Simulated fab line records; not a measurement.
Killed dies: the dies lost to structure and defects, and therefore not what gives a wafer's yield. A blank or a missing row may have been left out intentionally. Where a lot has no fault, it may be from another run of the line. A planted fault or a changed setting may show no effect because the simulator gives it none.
Comparing a struck lot with a sound one | flow nandHarc | 15 steps out of a route of 1302
Sound: wafers L690.2, L690.4, L690.6. Struck: wafer L695.2 (left out: L695.3, L695.4 of the same lot, which were not struck); the cause appears at the end.
Order at every step that has rows: each side's tool, ch and its chambers, its first start. Under that, the readings that differ: sound wafers | struck wafers | difference of the means | sigmas: that difference in standard deviations of wafers without a fault.
alike: words and numbers the same on both sides, and readings whose means are apart by under 2 such deviations; not compared: readings that were withheld, readings missing a value for some wafer, numbers with overlapping values and no deviation given by the record, and bounds like >300 which may hide the same value.
Wherever a step has rows on one side only, a row that says differs or no value, or a row with sigmas, the two part there. Numbers that have no deviation but don't overlap get no sigmas and don't part them. A reading that every wafer of one side lacks parts them only if that side has two wafers or more.

NHARC_A_CONTACT_ETCH_137: etches the open film in C4F8/O2/Ar, time 311 s, target depth 1912 nm.
  sound on harCapEtch-01 ch 0,1, day 26 06:17; struck on harCapEtch-01 ch 0, day 28 02:10
  not compared: rfHoursCounterH
then, 1 step without rows for these wafers: NHARC_A_CONTACT_ETCH_138 (etches the open film in C4F8/O2/Ar, time 311 s, target depth 1914 nm).
NHARC_A_CONTACT_ETCH_139: etches the open film in C4F8/O2/Ar, time 195 s, target depth 840 nm.
  sound on harCapEtch-01 ch 0,1, day 26 06:50; struck on harCapEtch-01 ch 0, day 28 02:43
  not compared: rfHoursCounterH
then, 1 step without rows for these wafers: NHARC_A_CONTACT_ETCH_92 (etches the open film in CH3F/O2, target depth 40 nm, time 85.7 s).
NHARC_A_CONTACT_ETCH_98: etches the open film in C4F6/O2, target depth 20 nm, time 10 s.
  sound: rieDiel-13 ch 1,2,3; struck: rieDiel-04 ch 1
  alike: c4f6FlowSccm, drypumpMotorCurrentA, oesProductAu, rfFwdPowerW, rfVppV, showerheadPlenumPTorr, throttleValvePct
  not compared: rfHoursCounterH
NHARC_A_CONTACT_CD_MEAS_15:
  sound on cdSem-03, day 26 07:34; struck on cdSem-02, day 28 03:26
  alike: cdNm
then, 4 steps without rows for these wafers: NHARC_A_CONTACT_STRIP_107 (strips in N2/H2); NHARC_A_CONTACT_STRIP_108 (strips in CF4/CHF3); NHARC_A_CONTACT_STRIP_109 (strips in O2/COS); NHARC_A_CONTACT_ETCH_110 (etches the open film in CF4/O2, target depth 60 nm, overetch 6 nm, time 33 s).
NHARC_A_CONTACT_STRIP_26: strips in O2.
  sound: rieDiel-04 ch 1,2,3; struck: rieDiel-04 ch 1
  alike: drypumpMotorCurrentA, oesProductAu, rfVppV, showerheadPlenumPTorr, throttleValvePct
  not compared: rfHoursCounterH
then, 1 step without rows for these wafers: NHARC_A_CONTACT_STRIP_27 (strips in post etch residue remover, time 600 s).
NHARC_A_CONTACT_ALD_18: deposits TiN, target thk 3 nm, pulse time 1 s, ald cycles 150.
  sound on aldMetal-01 ch 0,1,2, day 26 08:30; struck on aldMetal-01 ch 3, day 28 04:23
reading   | sound       | struck | difference | sigmas
aldCycles | 150 150 150 | 69     | -81        | 
  alike: heaterPowerW, precursorPulseHeightRel
NHARC_A_CONTACT_CVD_19: deposits W, target thk 300 nm, time 802 s.
  sound: cvdW-02 ch 0,1; struck: cvdW-02 ch 0
  alike: heaterPowerW, mfcWf6Sccm, throttleValvePct
NHARC_END_SORT_01:
  only the struck wafers appear in the record here, on prober-01 ch 0 at day 30 02:43; the sound ones have no rows

## WHERE THEY PART
Only at NHARC_END_SORT_01, as far as this record shows.

WHY: whatever the simulator had introduced
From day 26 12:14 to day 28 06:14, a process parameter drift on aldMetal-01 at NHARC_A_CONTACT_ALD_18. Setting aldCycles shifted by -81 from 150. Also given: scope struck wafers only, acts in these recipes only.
